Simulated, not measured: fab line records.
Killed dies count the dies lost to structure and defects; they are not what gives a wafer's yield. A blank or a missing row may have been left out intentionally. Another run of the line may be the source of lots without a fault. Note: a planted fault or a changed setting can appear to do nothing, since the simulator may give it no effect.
Struck lot and sound lot, side by side + flow n5_finfet + 24 out of 1938 route steps
Sound: the wafers L366.2, L366.4, L366.6. Wafers struck: L370.3, L370.4, L370.6. The cause is given at the end.
Order at every step that has rows: each side's tool, ch and its chambers, its first start. Under that, the readings that differ: sound wafers + struck wafers + difference of the means + sigmas: that difference in standard deviations of wafers without a fault.
alike: readings with means less than 2 such deviations apart, plus words and numbers identical on both sides. not compared: withheld readings, readings lacking a value on some wafer, bounds such as >300 that could conceal the same value, and numbers that have no deviation in the record and whose values overlap.
The two part at a step that has a row with sigmas, a row that says differs or no value, or rows on one side only. Numbers that don't overlap but have no deviation are shown without sigmas and don't part them. Lack of a reading on every wafer of one side parts them only where that side has two or more wafers.

first, 2 steps without rows for these wafers: N5_BEOL_M1_CO_CAP_55 (material Co, precursor CCTBA/H2, target thk 2 nm, time 102.1 s); N5_BEOL_M1_PRE_CLEAN_56 (time 15 s).
N5_BEOL_M1_DEP_57: deposits SiCN from 3MS/NH3, target thk 8 nm, time 14 s.
  sound on pecvd-02 ch 0,1, day 8 21:25; struck on pecvd-01 ch 0,1, day 9 16:01
| reading                | sound       | struck       | difference | sigmas |
|------------------------|-------------|--------------|------------|--------|
| throttle_valve_pct (%) | 9.1 8.8 8.8 | 9.6 10.1 9.3 | +0.8       | +2     |
  alike: showerhead_plenum_p_Torr
N5_BEOL_M1_RS_MEAS_58: measures by four-point-probe.
  sound on film_metro-01 at day 8 21:29; struck on film_metro-01 at day 9 16:05
  alike: M1_RS
N5_BEOL_M1_INSPECT_59: inspects for defects (darkfield).
  sound on defect_inspect-01 at day 8 21:31; struck on defect_inspect-01 at day 9 16:07
  alike: raw_defect_count
N5_BEOL_M2_ILD_DEP_00: deposits SiOC from DEMS/O2, target thk 79 nm, time 15.3 s.
  sound on pecvd-01 ch 0,1, day 8 21:33; struck on pecvd-04 ch 0,2, day 9 16:08
  alike: heater_power_w, showerhead_plenum_p_Torr, throttle_valve_pct
N5_BEOL_M2_THK_MEAS_01:
  sound on film_metro-01 at day 8 21:38; struck on film_metro-02 at day 9 16:13
  alike: M2_ILD_THK
N5_BEOL_M2_PECVD_72: deposits SiO2 from TEOS/O2, target thk 16 nm, time 18 s.
  sound on pecvd-04 ch 0,1,2, day 8 21:40; struck on pecvd-03 ch 0,1, day 9 16:15
  alike: heater_power_w, showerhead_plenum_p_Torr, throttle_valve_pct
N5_BEOL_M2_HM_DEP_02: deposits TiN, target thk 20 nm.
  sound on pvd_sputter-03 at day 8 23:39; struck on pvd_sputter-03 at day 9 16:53
  alike: throttle_valve_pct
then, 3 steps without rows for these wafers: N5_BEOL_M2_COAT_61 (time 60 s, resist thk 60 nm); N5_BEOL_M2_COAT_62 (time 60 s, resist thk 12 nm); N5_BEOL_M2_COAT_73 (time 60 s, resist thk 5 nm).
N5_BEOL_M2_COAT_05: resist thk 30 nm.
  sound on litho_track-05 ch 0, day 8 23:47; struck on litho_track-05 ch 0, day 9 17:02
| reading                                      | sound                | struck               | difference | sigmas |
|----------------------------------------------|----------------------|----------------------|------------|--------|
| spin_speed_rpm (rpm)                         | 1498.4 1499.1 1499.1 | 1445.8 1446.3 1444.6 | -53.3      | -59    |
| model.CAR-EUV_of_BEOL_M2_COAT_05.thk_nm (nm) | 30 30 30             | 30.6 30.6 30.6       | +0.6       |        |
then, 5 steps without rows for these wafers: N5_BEOL_M2_EBR_07; N5_BEOL_M2_SOFTBAKE_06 (time 60 s); N5_BEOL_M2_EXPOSE_08 (exposes mask M2); N5_BEOL_M2_PEB_09 (peb time 60 s); N5_BEOL_M2_DEVELOP_10 (develop time 30 s).
N5_BEOL_M2_CD_MEAS_11: target cd 16.79 nm.
  sound on cd_sem-03 ch 0, day 9 00:03; struck on cd_sem-03 ch 0, day 9 17:19
  alike: cd_nm
N5_BEOL_M2_OVL_MEAS_12:
  sound on overlay-02 ch 0, day 9 00:05; struck on overlay-02 ch 0, day 9 17:22
  alike: M2_OVL
N5_BEOL_M2_INSPECT_13: inspects for defects (brightfield).
  sound on defect_inspect-01 at day 9 00:08; struck on defect_inspect-02 at day 9 17:25
  alike: raw_defect_count
N5_BEOL_M2_DESCUM_16: chemistry O2, time 7 s.
  sound on rie_diel-03 ch 0,1,3, day 9 00:12; struck on rie_diel-02 ch 0,2, day 9 17:47
| reading                                      | sound      | struck         | difference | sigmas |
|----------------------------------------------|------------|----------------|------------|--------|
| model.CAR-EUV_of_BEOL_M2_COAT_05.thk_nm (nm) | 26 26.2 26 | 26.8 26.6 26.8 | +0.7       |        |
  alike: drypump_motor_current_A, oes_product_au, rf_vpp_V, showerhead_plenum_p_Torr, throttle_valve_pct
  not compared: rf_hours_counter_h
N5_BEOL_M2_ETCH_74: etches underlayer in N2/H2, target depth 6.5 nm, time 5.2 s.
  sound on rie_diel-03 ch 0,1,3, day 9 00:14; struck on rie_diel-02 ch 0,2, day 9 17:49
  alike: drypump_motor_current_A, etch_rf_on_time_s, oes_product_au, rf_vpp_V, showerhead_plenum_p_Torr, throttle_valve_pct
  not compared: rf_hours_counter_h
-- record jumps: 3 days separate the struck wafers' starts on either side; left off in module BEOL_M2, taken up again in module BEOL_M4, whose first shown step is the route's number 1111 --
N5_BEOL_M4_RC_MEAS_101:
  sound on prober-01 ch 0, day 11 09:19; struck on prober-01 ch 0, day 12 11:19
| reading       | sound          | struck         | difference | sigmas |
|---------------|----------------|----------------|------------|--------|
| DIBL_N (mV/V) | 35.5 35.2 35.7 | 38.9 39.6 38.8 | +3.6       | +3     |
  alike: DIBL_P, IOFF_N, IOFF_P, ION_N, ION_P, SS_N, SS_P, VT_N, VT_P

== WHERE THEY PART ==
At N5_BEOL_M1_DEP_57 first; at N5_BEOL_M4_RC_MEAS_101 last (within this record only).

WHY: whatever the simulator had introduced
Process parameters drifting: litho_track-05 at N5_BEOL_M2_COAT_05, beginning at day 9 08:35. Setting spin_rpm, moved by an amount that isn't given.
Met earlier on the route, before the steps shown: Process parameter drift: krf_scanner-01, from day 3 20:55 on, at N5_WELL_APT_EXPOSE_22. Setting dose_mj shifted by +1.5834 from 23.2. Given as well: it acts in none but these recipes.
